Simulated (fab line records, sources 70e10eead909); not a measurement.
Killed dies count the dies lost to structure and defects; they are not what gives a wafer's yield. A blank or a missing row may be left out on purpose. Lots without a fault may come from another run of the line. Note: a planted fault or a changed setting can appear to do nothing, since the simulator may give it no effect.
The tool behind it: which one? ; flow nand-harc ; 36 wafers from 12 lots sampled at 2 of the route's 1302 steps

WHAT THE GAUGES READ, wafer by wafer
NHARC_A_WL_FILL_INSPECT_15.
lot;measured;on;raw-defect-count
L075;day 21 21:21;defect-inspect-01;830 562 621
L077;day 22 09:08;defect-inspect-01;672 539 629
L079;day 23 17:50;defect-inspect-02;510 402 667
L081;day 24 09:48;defect-inspect-02;365 456 362
L083;day 25 03:52;defect-inspect-02;425 469 461
L085;day 25 15:21;defect-inspect-01;725 589 610
L087;day 26 12:05;defect-inspect-01;607 486 456
L089;day 27 09:38;defect-inspect-02;566 738 621
L092;day 29 01:32;defect-inspect-01;575 538 797
L093;day 29 11:35;defect-inspect-02;471 426 375
L095;day 30 07:19;defect-inspect-01;364 279 360
L096;day 30 22:32;defect-inspect-02;427 436 533

WHAT TOOL EACH LOT RAN ON (gives the tool, then ch and the chambers of the sampled wafers, and finally the start)
lot;NHARC_A_WL_FILL_ALD_19
L075;ald-metal-03 ch 1,2,3, day 21 20:32
L077;ald-metal-02 ch 1,2,3, day 22 08:18
L079;ald-metal-02 ch 0,2,3, day 23 17:01
L081;ald-metal-01 ch 0,2, day 24 08:58
L083;ald-metal-02 ch 1,2,3, day 25 02:56
L085;ald-metal-01 ch 0,1, day 25 14:26
L087;ald-metal-03 ch 0,1,3, day 26 11:13
L089;ald-metal-01 ch 0,1,2, day 27 08:49
L092;ald-metal-03 ch 1,2,3, day 29 00:32
L093;ald-metal-01 ch 1,2,3, day 29 10:44
L095;ald-metal-03 ch 1,2, day 30 06:26
L096;ald-metal-01 ch 1,2,3, day 30 21:41
- NHARC_A_WL_FILL_ALD_19: deposits TiN, target thk 2 nm, pulse time 3 s, ald cycles 100.

THE ANSWER, worked out from the rows above alone
Rule: what is usual is taken from the lots themselves. Put in order of their means at a reading, lots are off if they are a third of the lots or fewer, leave a main group of 4 or more, and stand apart from it by a gap of 3 or more times the standard deviation of the main group's means; of several such gaps the widest counts. A main group is skipped when, at the precision printed for the reading in the tables above, its means are all equal. Also off: a lot with no number at a reading for which 4 or more lots have one. The other lots that the step has rows for count as sound.
None of the lots is off at any reading shown; this tells nothing.

WHAT THE SIMULATOR PUT IN
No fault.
